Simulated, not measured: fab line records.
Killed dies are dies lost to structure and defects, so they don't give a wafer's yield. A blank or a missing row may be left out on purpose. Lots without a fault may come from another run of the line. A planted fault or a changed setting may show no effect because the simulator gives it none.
Matching of chambers | flow nandHarc | NHARC_A_M0_CMP_23 on cmp-03: 4 sister chambers
The step polishes, t overpolish 20 s, target thk 113.75 nm. 4 wafers are shown with their chamber, then 12 later ones without.

## WAFERS WITH THEIR CHAMBER
wafer  | chamber | motorCurrentA (A)
L087.6 | 2       | 14.3
L089.1 | 0       | 11.2
L089.3 | 3       | 14.1
L089.5 | 1       | 10.8

## WAFERS WHOSE CHAMBER IS MISSING
wafer  | motorCurrentA (A)
L091.2 | 11.2
L091.5 | 13.8
L091.6 | 11.5
L092.1 | 13.9
L092.5 | 11.0
L092.6 | 13.2
L090.3 | 11.5
L090.4 | 14.8
L090.6 | 11.7
L093.1 | 11.9
L093.3 | 14.6
L093.6 | 10.6

## WHICH CHAMBER EACH WENT THROUGH
wafer  | from the rows above     | in truth
L091.2 | can't be placed: 0 or 1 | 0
L091.5 | can't be placed: 3 or 2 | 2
L091.6 | can't be placed: 0 or 1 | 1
L092.1 | can't be placed: 3 or 2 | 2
L092.5 | can't be placed: 0 or 1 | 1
L092.6 | can't be placed: 3 or 2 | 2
L090.3 | can't be placed: 0 or 1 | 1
L090.4 | can't be placed: 2 or 3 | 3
L090.6 | can't be placed: 0 or 1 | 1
L093.1 | can't be placed: 0 or 1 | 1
L093.3 | can't be placed: 2 or 3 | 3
L093.6 | can't be placed: 1 or 0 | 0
Correctly placed: 0 of 12. Unplaceable from these rows: 12, with the true chamber sitting among the candidates in 12. 0 placed wrongly.
How it was worked out, from the rows above alone: a wafer's distance from a chamber is the root of the sum, over the readings, of the square of ((its reading less the chamber's mean) divided by the reading's scatter). If the next closest chamber is less than 2 further off than the closest, the wafer can't be placed; otherwise it belongs to the closest. A chamber's mean is the mean of its shown wafers. The scatter: root of mean squared gap, hidden wafer to nearest shown wafer, with one shown wafer a chamber.
